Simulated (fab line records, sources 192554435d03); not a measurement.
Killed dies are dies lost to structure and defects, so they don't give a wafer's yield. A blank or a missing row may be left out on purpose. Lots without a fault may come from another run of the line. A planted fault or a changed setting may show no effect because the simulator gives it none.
Split-lot experiment | flow n5_finfet | 7 lots, 21 wafers read, on a route of 1938 steps

THE SPLIT
At N5_BEOL_M7_ILD_DEP_00 (deposits SiCOH lowk from DEMS/porogen, target thk 179.75 nm, time 33.4 s), the setting time_s was moved away from the recipe's 33.4 s on 7 of the 21 wafers read, by -6.0% to +12.9%. The other wafers ran this setting at the recipe's value.

FROM THE SPLIT TO THE READING: what the file shows between them, 1 step
- N5_BEOL_M7_CURE_74: cures SiCOH lowk, time 240 s

THE READING
M7_ILD_THK, in nm, at N5_BEOL_M7_THK_MEAS_01. Fault-free wafers of this fab line usually give 154.9 nm, standard deviation 1.9 nm.

wafer  | tool, chamber at the split | time_s as run, s | against the recipe | M7_ILD_THK, nm | against lot-mates on the recipe
L077.1 | pecvd-02, 2                | 33.4             | recipe             | 157.0          | -
L077.2 | pecvd-02, 1                | 33.4             | recipe             | 153.0          | -
L077.5 | pecvd-02, 0                | 33.4             | recipe             | 154.9          | -
L078.1 | pecvd-02, 2                | 33.4             | recipe             | 153.5          | -
L078.5 | pecvd-02, 2                | 33.4             | recipe             | 156.6          | -
L078.6 | pecvd-02, 1                | 34.73            | +4.0%              | 160.7          | +5.6
L081.3 | pecvd-02, 2                | 33.4             | recipe             | 157.4          | -
L081.4 | pecvd-02, 0                | 33.4             | recipe             | 156.0          | -
L081.5 | pecvd-02, 2                | 33.4             | recipe             | 159.0          | -
L083.1 | pecvd-01, 1                | 36.38            | +8.9%              | 167.5          | +11.4
L083.3 | pecvd-01, 2                | 33.4             | recipe             | 156.1          | -
L083.4 | pecvd-01, 1                | 36.38            | +8.9%              | 169.6          | +13.5
L087.2 | pecvd-04, 1                | 33.4             | recipe             | 154.9          | -
L087.3 | pecvd-04, 0                | 33.4             | recipe             | 155.2          | -
L087.4 | pecvd-04, 2                | 36.42            | +9.0%              | 170.7          | +15.6
L091.3 | pecvd-02, 1                | 37.71            | +12.9%             | 172.5          | +15.5
L091.4 | pecvd-02, 2                | 33.4             | recipe             | 157.0          | -
L091.6 | pecvd-02, 1                | 37.71            | +12.9%             | 176.0          | +19.0
L096.2 | pecvd-04, 0                | 31.4             | -6.0%              | 143.8          | -10.8
L096.3 | pecvd-04, 2,1              | 33.4             | recipe             | 154.6          | -
L096.5 | pecvd-04, 2,1              | 33.4             | recipe             | 154.7          | -
Where a row lists several chambers, the file gives one row for several wafers and doesn't say which wafer went through which chamber.

THE FIT
A straight line over all 21 wafers: M7_ILD_THK changes by +1.52 nm for each +1% of time_s; r = +0.98; the points scatter about the line by 1.7 nm.
The same after taking each lot's own level away (the mean of its wafers on the recipe; 21 wafers): +1.45 nm for each +1%; r = +0.98; scatter 1.5 nm.
On that fit, the largest move of time_s shifts the reading by 19 nm.
The lots' own levels span 154.65 to 157.47 nm, that is 1.5 times the standard deviation above.
So the lot-to-lot level changes the slope little: the two slopes agree.
Check: with one of the wafers moved furthest among these (+12.9%) left out of the fit, the line predicts +19.6 nm for it against its lot-mates. It came out at +15.5 nm against them.

THE WHOLE CHAIN: every reading that the file lists as answering this split, in the file's order
step                   | what it does                                                             | reading                                                                                  | change (the file's fit)              | r (the file's)
N5_BEOL_M7_ILD_DEP_00  | deposits SiCOH lowk from DEMS/porogen, target thk 179.75 nm, time 33.4 s | SiCOH_lowk_of_BEOL_M7_ILD_DEP_00.thk_nm (the simulator's own value, which no gauge read) | +1.69 nm for each +1% of the setting | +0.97
N5_BEOL_M7_CURE_74     | cures SiCOH lowk, time 240 s                                             | SiCOH_lowk_of_BEOL_M7_ILD_DEP_00.thk_nm (the simulator's own value, which no gauge read) | +1.47 nm for each +1% of the setting | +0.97
N5_BEOL_M7_THK_MEAS_01 |                                                                          | M7_ILD_THK                                                                               | +1.48 for each +1% of the setting    | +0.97

THE FILE'S OWN FIT
M7_ILD_THK changes by +1.48 nm for each +1% of time_s, r = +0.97.
